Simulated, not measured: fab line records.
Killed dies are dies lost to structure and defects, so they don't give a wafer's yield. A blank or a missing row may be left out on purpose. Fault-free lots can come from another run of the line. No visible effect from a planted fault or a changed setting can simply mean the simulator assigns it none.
A lot that was struck, set against a sound lot | flow n5_finfet | 40 out of 1938 route steps
Sound: these wafers, L596.1, L596.2, L596.3. Wafers struck: L585.1, L585.3. The cause comes at the end.
Per side, at each step with rows, come the tool, then ch with its chambers, and then its first start. Under that, the readings that differ: sound wafers | struck wafers | difference of the means | sigmas: that difference in standard deviations of wafers without a fault.
alike: same words and numbers on both sides, and readings whose means sit less than 2 such deviations apart. not compared: any withheld reading, any reading some wafer has no value for, any bound like >300 that may hide the same value, and any number with overlapping values for which the record gives no deviation.
Wherever a step has rows on one side only, a row that says differs or no value, or a row with sigmas, the two part there. Non-overlapping numbers with no deviation appear without sigmas and do not part them. A reading missing from all wafers of one side parts the sides only when that side holds two or more wafers.

first, 9 steps without rows for these wafers: N5_BEOL_M4_ANNEAL_95 (time 240 s); N5_BEOL_M4_SPUTTER_96 (material Cu, target thk 4.5 nm, time 8.29 s); N5_BEOL_M4_ECD_50 (material Cu, target thk 300 nm); N5_BEOL_M4_ANNEAL_51 (time 90 s); N5_BEOL_M4_CMP_52 (polishes, stops on SiOC, t overpolish 6.8 s, target thk 40 nm); N5_BEOL_M4_PRE_CLEAN_60 (time 15 s); N5_BEOL_M4_CO_CAP_55 (material Co, precursor CCTBA/H2, target thk 2 nm, time 102.1 s); N5_BEOL_M4_PRE_CLEAN_56 (time 15 s); N5_BEOL_M4_DEP_57 (deposits SiCN from 3MS/NH3, target thk 8 nm, time 14 s).
N5_BEOL_M4_RC_MEAS_101:
  sound on prober-01 ch 0, day 12 18:32; struck on prober-02 ch 0, day 10 03:21
  reading        | sound             | struck      | difference | sigmas
  IOFF_N (nA/um) | 0.134 0.166 0.132 | 0.189 0.212 | +0.056     | +2
  IOFF_P (nA/um) | 0.19 0.24 0.20    | 0.29 0.32   | +0.10      | +3
  ION_P (uA/um)  | 455 470 455       | 475 476     | +16        | +2
  VT_N (mV)      | 255.0 249.4 255.2 | 245.7 244.2 | -8.2       | -3
  VT_P (mV)      | -253 -249 -249    | -245 -242   | +7         | +2
  alike: DIBL_N, DIBL_P, ION_N, SS_N, SS_P
then, 24 steps without rows for these wafers: N5_BEOL_M5_ILD_DEP_00 (deposits SiCOH lowk from DEMS/porogen, target thk 140.64 nm, time 25.9 s); N5_BEOL_M5_CURE_79 (cures SiCOH lowk, time 240 s); N5_BEOL_M5_PECVD_70 (deposits SiO2 from TEOS/O2, target thk 16 nm, time 18 s); N5_BEOL_M5_HM_DEP_02 (deposits TiN, target thk 20 nm); N5_BEOL_M5_COAT_59 (time 60 s, resist thk 60 nm); N5_BEOL_M5_COAT_60 (time 60 s, resist thk 12 nm); N5_BEOL_M5_COAT_71 (time 60 s, resist thk 5 nm); N5_BEOL_M5_COAT_05 (resist thk 30 nm); N5_BEOL_M5_EBR_07; N5_BEOL_M5_SOFTBAKE_06 (time 60 s); N5_BEOL_M5_EXPOSE_08 (exposes mask M5, target cd 28 nm); N5_BEOL_M5_PEB_09 (peb time 60 s); N5_BEOL_M5_DEVELOP_10 (develop time 30 s); N5_BEOL_M5_DESCUM_16 (chemistry O2, time 7 s); N5_BEOL_M5_ETCH_72 (etches underlayer in N2/H2, target depth 6.5 nm, time 5.2 s); N5_BEOL_M5_ETCH_61 (etches SiARC in CF4, target depth 15.6 nm, time 26 s); N5_BEOL_M5_ETCH_62 (etches SOC in N2/H2, target depth 75 nm, overetch 15 nm, time 112.5 s); N5_BEOL_M5_STRIP_63 (strips in N2/H2); N5_BEOL_M5_STRIP_73 (strips in N2/H2); N5_BEOL_M5_STRIP_64 (strips in CF4); N5_BEOL_M5_HM_OPEN_17 (chemistry Cl2/BCl3, target TiN, target depth 20 nm, overetch 6 nm); N5_BEOL_M5_STRIP_19 (strips in O2); N5_BEOL_M5_COAT_65 (time 60 s, resist thk 60 nm); N5_BEOL_M5_COAT_66 (time 60 s, resist thk 12 nm).
-- record jumps: 2 days separate the struck wafers' starts on either side; left off in module BEOL_M5, taken up again in module BEOL_M10, whose first shown step is the route's number 1488 --
N5_BEOL_M10_ETCH_62: etches SOC in N2/H2, target depth 110 nm, overetch 22 nm, time 165 s.
  sound on rie_diel-05 ch 0,2,3, day 14 21:26; struck on rie_diel-01 ch 2,3, day 12 13:24
  reading                                     | sound             | struck     | difference | sigmas
  rf_hours_counter_h (h)                      | 161 69 93         | 174 190    | +74        |
  model.etch.depth_nm (nm)                    | 99.84 100.1 99.68 | 85.55 85.4 | -14.40     |
  model.SiARC_of_BEOL_M10_COAT_60.thk_nm (nm) | 23.4 23.2 23.4    | 26 25.8    | +3         |
  model.BEOL_M10.cd_offset_nm (nm)            | 0.4 1.2 0.4       | -1 -2.6    | -2         |
  alike: bias_w, drypump_motor_current_A, oes_product_au, rf_vpp_V, showerhead_plenum_p_Torr, throttle_valve_pct
N5_BEOL_M10_HM_OPEN_17: chemistry Cl2/BCl3, target TiN, target depth 20 nm, overetch 6 nm.
  sound on rie_metal-01 ch 0,1, day 14 21:38; struck on rie_metal-02 ch 1, day 12 13:35
  reading                | sound             | struck      | difference | sigmas
  oes_product_au (a.u.)  | 0.65 0.69 0.65    | 0.34 0.34   | -0.32      | -8
  throttle_valve_pct (%) | 21.96 22.10 21.98 | 22.34 22.34 | +0.33      | +2
  alike: bias_w, drypump_motor_current_A
  not compared: rf_hours_counter_h
N5_BEOL_M10_CD_MEAS_18: pitch 140 nm, target cd 70 nm.
  sound on cd_sem-02, day 14 21:56; struck on cd_sem-03, day 12 13:46
  reading    | sound          | struck | difference                    | sigmas
  cd_nm (nm) | 70.6 71.1 71.0 | - -    | no value on the struck wafers |
N5_BEOL_M10_VIA_ETCH_34: etches SiCOH lowk in C4F6/O2, target depth 184.5 nm, time 69.2 s.
  sound on rie_diel-05 ch 1,2,3, day 15 00:58; struck on rie_diel-05 ch 0,1, day 12 16:01
  reading                | sound          | struck    | difference | sigmas
  oes_product_au (a.u.)  | 0.80 0.86 0.94 | 0.25 0.29 | -0.60      | -7
  rf_hours_counter_h (h) | 94 70 6        | 241 138   | +133       |
  alike: bias_w, drypump_motor_current_A, rf_vpp_V, showerhead_plenum_p_Torr, throttle_valve_pct
N5_BEOL_M10_OCD_MEAS_38:
  sound on ocd-02, day 15 01:15; struck on ocd-02, day 12 16:19
  reading              | sound             | struck | difference                    | sigmas
  trench_depth_nm (nm) | 148.9 151.4 148.6 | - -    | no value on the struck wafers |
-- here the record skips 2 days between the struck wafers' starts before and after, leaving off in module BEOL_M10 and picking up in module PASSIVATION (first step shown: number 1936 of the route) --
N5_PASSIVATION_PROBE_49:
  sound on prober-01, day 17 22:20; struck on prober-01, day 14 18:01
  reading                  | sound          | struck    | difference | sigmas
  defect_limited_yield (%) | 92.3 92.1 92.3 | 0 0       | -92        | -66
  killed_at_M0_to_M3       | 30 27 30       | 50 44     | +18        | +2
  killed_at_M4_up          | 22 10 15       | 1074 1066 | +1054      | +99 or more
  killed_dies              | 91 93 91       | 1180 1180 | +1088      | +64
  killed_on_rim            | 12 12 11       | 152 152   | +140       | +37
  sort_bin_5_function (%)  | 5.0 4.7 4.4    | 95.7 95.5 | +90.9      | +99 or more
  sort_n_pass              | 1089 1087 1089 | 0 0       | -1088      | -64
  sort_yield_pct (%)       | 92.3 92.1 92.3 | 0 0       | -92        | -66
  alike: killed_at_contacts, killed_at_front_end, killed_at_other, killed_open, killed_short, sort_bin_6_memory

WHERE THEY PART
First at N5_BEOL_M4_RC_MEAS_101; last, within this record, at N5_PASSIVATION_PROBE_49.

WHY: what the simulator had put in
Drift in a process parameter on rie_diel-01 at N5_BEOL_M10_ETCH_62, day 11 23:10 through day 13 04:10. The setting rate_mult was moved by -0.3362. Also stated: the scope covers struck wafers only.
